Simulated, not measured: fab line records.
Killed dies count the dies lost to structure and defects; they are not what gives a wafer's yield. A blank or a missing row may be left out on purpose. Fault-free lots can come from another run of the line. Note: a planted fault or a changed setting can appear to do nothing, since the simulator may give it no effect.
Comparing a struck lot with a sound one    flow nand_harc    14 steps out of a route of 1302
Sound: wafers L765.1, L765.3, L765.5. Struck: wafer L774.4. The cause is named last.
Per side, at each step with rows, come the tool, then ch with its chambers, and then its first start. Under that, the readings that differ: sound wafers    struck wafers    difference of the means    sigmas: that difference in standard deviations of wafers without a fault.
alike: readings with means less than 2 such deviations apart, plus words and numbers identical on both sides. not compared: withheld readings, readings lacking a value on some wafer, bounds such as >300 that could conceal the same value, and numbers that have no deviation in the record and whose values overlap.
A row with sigmas, a row that says differs or no value, or rows on one side alone: a step with any of these is where the two part. When numbers do not overlap yet have no deviation, they are printed without sigmas and do not part them. A reading missing from all wafers of one side parts the sides only when that side holds two or more wafers.

NHARC_A_BONDPAD_THK_MEAS_20: measures by xrf.
  struck on film_metro-01, day 30 21:58; sound on film_metro-01, day 26 16:52
  alike: thk_nm
then, 1 step without rows for these wafers: NHARC_A_BONDPAD_SRD_21 (time 30 s, dry time 20 s).
NHARC_A_BONDPAD_INSPECT_23:
  struck on defect_inspect-01, day 30 22:10; sound on defect_inspect-01, day 26 17:05
  alike: raw_defect_count
NHARC_HYBRID_BOND_ACTIVATE_00: chemistry N2, time 60 s.
  sound on rie_diel-09 ch 1,3, day 26 17:09; struck on rie_diel-13 ch 0, day 30 22:14
  alike: drypump_motor_current_A, oes_product_au, rf_vpp_V, showerhead_plenum_p_Torr
  not compared: rf_hours_counter_h
then, 4 steps without rows for these wafers: NHARC_HYBRID_BOND_PRECLEAN_01 (cleans in DIW, time 300 s); NHARC_HYBRID_BOND_SRD_02 (time 30 s, dry time 20 s); NHARC_HYBRID_BOND_BOND_03; NHARC_HYBRID_BOND_ANNEAL_04 (time 7200 s).
NHARC_HYBRID_BOND_OVL_MEAS_05:
  struck on overlay-02, day 31 04:30; sound on overlay-02, day 27 02:34
reading            sound      struck  difference  sigmas
overlay_x_nm (nm)  12 -5 -28  86      +93         +3
  alike: overlay_y_nm
NHARC_HYBRID_BOND_INSPECT_06: inspects for defects (ir void).
  struck on defect_inspect-01, day 31 04:35; sound on defect_inspect-01, day 27 02:37
  alike: raw_defect_count
NHARC_THIN_TSV_GRIND_00:
  sound on grinder-01 ch 0, day 27 02:46; struck on grinder-01 ch 0, day 31 07:42
  alike: motor_current_A
NHARC_THIN_TSV_CMP_01: polishes.
  sound on cmp-03 ch 1,2,3, day 27 03:58; struck on cmp-04 ch 2, day 31 08:22
  alike: motor_current_A
NHARC_THIN_TSV_THK_MEAS_02: measures by ir.
  struck on film_metro-02, day 31 08:36; sound on film_metro-02, day 27 04:14
reading      sound           struck  difference  sigmas
thk_nm (nm)  2813 3147 2964  1       -2974       -12
after that, 1 step had no rows for these wafers: NHARC_THIN_TSV_SRD_03.

WHERE THEY PART
At NHARC_HYBRID_BOND_OVL_MEAS_05 first; at NHARC_THIN_TSV_THK_MEAS_02 last (within this record only).

WHY: whatever the simulator had introduced
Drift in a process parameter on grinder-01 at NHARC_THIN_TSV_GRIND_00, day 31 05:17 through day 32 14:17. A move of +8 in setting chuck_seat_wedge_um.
